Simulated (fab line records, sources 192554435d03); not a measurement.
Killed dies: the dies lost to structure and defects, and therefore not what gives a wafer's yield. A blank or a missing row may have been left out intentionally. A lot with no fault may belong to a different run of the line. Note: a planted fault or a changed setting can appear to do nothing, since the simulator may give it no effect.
Matching of chambers | flow n5 finfet | N5_HKMG_FIN_DESCUM_17 on rie diel-02 has 4 sister chambers
The step chemistry O2, time 7.9 s. 7 wafers are shown with their chamber, then 10 later ones without.

== EACH WAFER AND ITS CHAMBER ==
wafer  | chamber | throttle valve pct (%) | oes product au (a.u.)
L075.5 | 0       | 20.83                  | 0.71
L080.3 | 3       | 20.28                  | 0.75
L080.6 | 1       | 20.60                  | 0.85
L082.2 | 3       | 20.26                  | 0.75
L082.5 | 2       | 20.35                  | 0.74
L084.2 | 2       | 20.36                  | 0.74
L084.3 | 1       | 20.63                  | 0.84

== WAFERS WITHOUT THEIR CHAMBER ==
wafer  | throttle valve pct (%) | oes product au (a.u.)
L084.4 | 20.86                  | 0.70
L089.3 | 20.84                  | 0.69
L089.4 | 20.31                  | 0.73
L089.5 | 20.30                  | 0.73
L093.1 | 20.32                  | 0.73
L093.3 | 20.40                  | 0.72
L093.6 | 20.31                  | 0.73
L094.1 | 20.88                  | 0.69
L094.2 | 20.39                  | 0.72
L094.3 | 20.63                  | 0.83

== WHICH CHAMBER EACH ONE RAN IN ==
wafer  | from the rows above     | in truth
L084.4 | 0                       | 0
L089.3 | 0                       | 0
L089.4 | can't be placed: 2 or 3 | 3
L089.5 | can't be placed: 2 or 3 | 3
L093.1 | 2                       | 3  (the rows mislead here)
L093.3 | 2                       | 2
L093.6 | can't be placed: 2 or 3 | 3
L094.1 | 0                       | 0
L094.2 | 2                       | 2
L094.3 | 1                       | 1
Placed correctly: 6 of 10. Not placeable from these rows: 3 (in 3, the candidates include the true chamber). 1 placed wrongly.
How it was worked out, from the rows above alone: a wafer's distance from a chamber is the root of the sum, over the readings, of the square of ((its reading less the chamber's mean) divided by the reading's scatter). If the next closest chamber is less than 2 further off than the closest, the wafer can't be placed; otherwise it belongs to the closest. Each chamber's mean is taken over the wafers shown for it. The scatter: the root of (the sum of the squares of (reading less its chamber's mean) over the shown wafers, divided by (wafers less chambers)).
